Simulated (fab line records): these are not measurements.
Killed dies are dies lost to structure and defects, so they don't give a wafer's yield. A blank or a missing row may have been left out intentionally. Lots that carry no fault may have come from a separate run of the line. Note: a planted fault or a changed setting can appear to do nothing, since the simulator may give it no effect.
The tool behind it: which one?	flow nand-harc	13 lots, 39 wafers sampled, at 5 steps of a route of 1159

## WHAT THE GAUGES SHOWED, per wafer
NHARC_A_CONTACT_CD_MEAS_08: the cd target is 100 nm. Usual: 100.3 nm for cd-nm, sd 0.59.
lot	measured	on	cd-nm (nm)	flag
L306	day 16 08:34	cd-sem-03	98.6 100.1 100.1	
L310	day 17 14:58	cd-sem-02	99.5 99.4 99.3	
L314	day 18 04:57	cd-sem-03	100.5 100.5 101.1	
L311	day 18 13:07	cd-sem-01	101.1 99.9 101.4	
L313	day 18 22:15	cd-sem-02	101.1 100.0 100.8	
L316	day 19 10:16	cd-sem-02	99.9 99.2 100.1	
L319	day 19 14:38	cd-sem-01	100.4 100.4 100.5	
L318	day 19 15:02	cd-sem-03	100.2 100.7 98.7	
L315	day 19 17:46	cd-sem-03	128.1 128.4 128.5	OFF
L321	day 20 06:59	cd-sem-02	99.4 101.3 100.1	
L324	day 21 10:49	cd-sem-03	123.9 123.6 123.8	OFF
L323	day 21 16:15	cd-sem-03	100.4 99.2 100.4	
L328	day 22 16:16	cd-sem-03	100.3 100.7 100.4	

## WHICH TOOL RAN EACH LOT (tool, then ch and the chambers of the sampled wafers, then the start)
lot	NHARC_A_CONTACT_ETCH_128	NHARC_A_CONTACT_ETCH_132	NHARC_A_CONTACT_ETCH_133	NHARC_A_CONTACT_EXPOSE_05
L306	har-cap-etch-01 ch 0, day 16 03:14	har-cap-etch-01 ch 0, day 16 03:49	har-cap-etch-01 ch 0, day 16 03:59	arfi-scanner-03 ch 0, day 16 08:25
L310	har-cap-etch-01 ch 0,1, day 17 10:17	har-cap-etch-01 ch 0,1, day 17 10:50	har-cap-etch-01 ch 0,1, day 17 10:59	arfi-scanner-03 ch 0, day 17 14:49
L314	har-cap-etch-01 ch 0,1, day 17 23:06	har-cap-etch-01 ch 0,1, day 17 23:40	har-cap-etch-01 ch 0,1, day 17 23:48	arfi-scanner-01 ch 0, day 18 04:49
L311	har-cap-etch-02 ch 0,1, day 18 06:39	har-cap-etch-02 ch 0,1, day 18 07:13	har-cap-etch-02 ch 0,1, day 18 07:24	arfi-scanner-02 ch 0, day 18 12:59
L313	har-cap-etch-03 ch 0,1, day 18 17:39	har-cap-etch-03 ch 0,1, day 18 18:13	har-cap-etch-03 ch 0,1, day 18 18:22	arfi-scanner-03 ch 0, day 18 22:06
L316	har-cap-etch-02 ch 0,1, day 19 05:52	har-cap-etch-02 ch 0,1, day 19 06:26	har-cap-etch-02 ch 0,1, day 19 06:38	arfi-scanner-01 ch 0, day 19 10:08
L319	har-cap-etch-01 ch 0,1, day 19 10:11	har-cap-etch-01 ch 0,1, day 19 10:44	har-cap-etch-01 ch 0,1, day 19 10:55	arfi-scanner-02 ch 0, day 19 14:29
L318	har-cap-etch-02 ch 0,1, day 19 10:26	har-cap-etch-02 ch 0,1, day 19 11:00	har-cap-etch-02 ch 0,1, day 19 11:08	arfi-scanner-01 ch 0, day 19 14:54
L315	har-cap-etch-02 ch 0,1, day 19 13:31	har-cap-etch-02 ch 0,1, day 19 14:05	har-cap-etch-02 ch 0,1, day 19 14:16	arfi-scanner-01 ch 0, day 19 17:38
L321	har-cap-etch-02 ch 0,1, day 20 01:32	har-cap-etch-02 ch 0,1, day 20 02:07	har-cap-etch-02 ch 0,1, day 20 02:16	arfi-scanner-02 ch 0, day 20 06:51
L324	har-cap-etch-03 ch 0,1, day 21 03:07	har-cap-etch-03 ch 0,1, day 21 03:40	har-cap-etch-03 ch 0,1, day 21 03:52	arfi-scanner-01 ch 0, day 21 10:41
L323	har-cap-etch-03 ch 1, day 21 11:43	har-cap-etch-03 ch 1, day 21 12:17	har-cap-etch-03 ch 1, day 21 12:25	arfi-scanner-02 ch 0, day 21 16:07
L328	har-cap-etch-01 ch 0,1, day 22 11:03	har-cap-etch-01 ch 0,1, day 22 11:37	har-cap-etch-01 ch 0,1, day 22 11:47	arfi-scanner-02 ch 0, day 22 16:08
- NHARC_A_CONTACT_ETCH_128: etches the open film in C4F8/O2/Ar, time 155 s, target depth 956 nm.
- NHARC_A_CONTACT_ETCH_132: etches the open film in C4F8/O2/Ar, time 156 s, target depth 958 nm.
- NHARC_A_CONTACT_ETCH_133: etches the open film in C4F8/O2/Ar, time 195 s, target depth 840 nm.
- NHARC_A_CONTACT_EXPOSE_05: exposes mask A CC.

## AS READ BY THE TOOLS THEMSELVES (means over the sampled wafers that have a number; for cases with no such wafer, the mark the record gives instead)
NHARC_A_CONTACT_EXPOSE_05. Usual: 84.25 for exposure-dose-mJ-cm2, sd 0.086.
lot	tool	exposure-dose-mJ-cm2	flag
L306	arfi-scanner-03	84.43	
L310	arfi-scanner-03	84.20	
L314	arfi-scanner-01	84.25	
L311	arfi-scanner-02	84.31	
L313	arfi-scanner-03	84.21	
L316	arfi-scanner-01	84.32	
L319	arfi-scanner-02	84.26	
L318	arfi-scanner-01	84.19	
L315	arfi-scanner-01	120.10	OFF
L321	arfi-scanner-02	84.31	
L324	arfi-scanner-01	112.96	OFF
L323	arfi-scanner-02	84.18	
L328	arfi-scanner-02	84.29	

## THE ANSWER, worked out from the rows above alone
Rule: take the mean of a lot's wafers that have a number; if it is more than 3 standard deviations from the usual mean, the lot is off. A lot without any number at a reading at which 4 lots or more have one is off too. All remaining lots with rows at the step are treated as sound. First the gauges in route order, then the tools' own readings, where a lot's mean is used as printed above. The first step at which some lot is off is used, and at that step the reading that is off furthest; a lot without a number counts as furthest.
Off, at NHARC_A_CONTACT_CD_MEAS_08 on cd-nm: L315, L324.
A tool fits if, at a process step before that reading, it ran every lot that is off, and no sound lot after the first of them. Not tried: the gauges at NHARC_A_CONTACT_CD_MEAS_08; whatever is off there is also off at NHARC_A_CONTACT_EXPOSE_05, on other tools, and gauge error can't account for it. One fits: NHARC_A_CONTACT_EXPOSE_05 on arfi-scanner-01. Its last sound lot is L318 (day 19 14:54), its first lot that is off L315 (day 19 17:38): a fault that began between those two fits.
On the lots that are off, the tool's own readings at NHARC_A_CONTACT_EXPOSE_05 differ by more than 5 times the standard deviation of the sound lots' means, which bears it out; exposure-dose-mJ-cm2 reads 116.53 there versus 84.27 on the sound lots.

## WHAT HAD BEEN PUT IN BY THE SIMULATOR
Process parameters drifting: arfi-scanner-01 at NHARC_A_CONTACT_EXPOSE_05, beginning at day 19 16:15. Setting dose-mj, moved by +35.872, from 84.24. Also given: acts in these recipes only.
Shown lots that were struck: L315, L324. The rule given above showed the same thing.
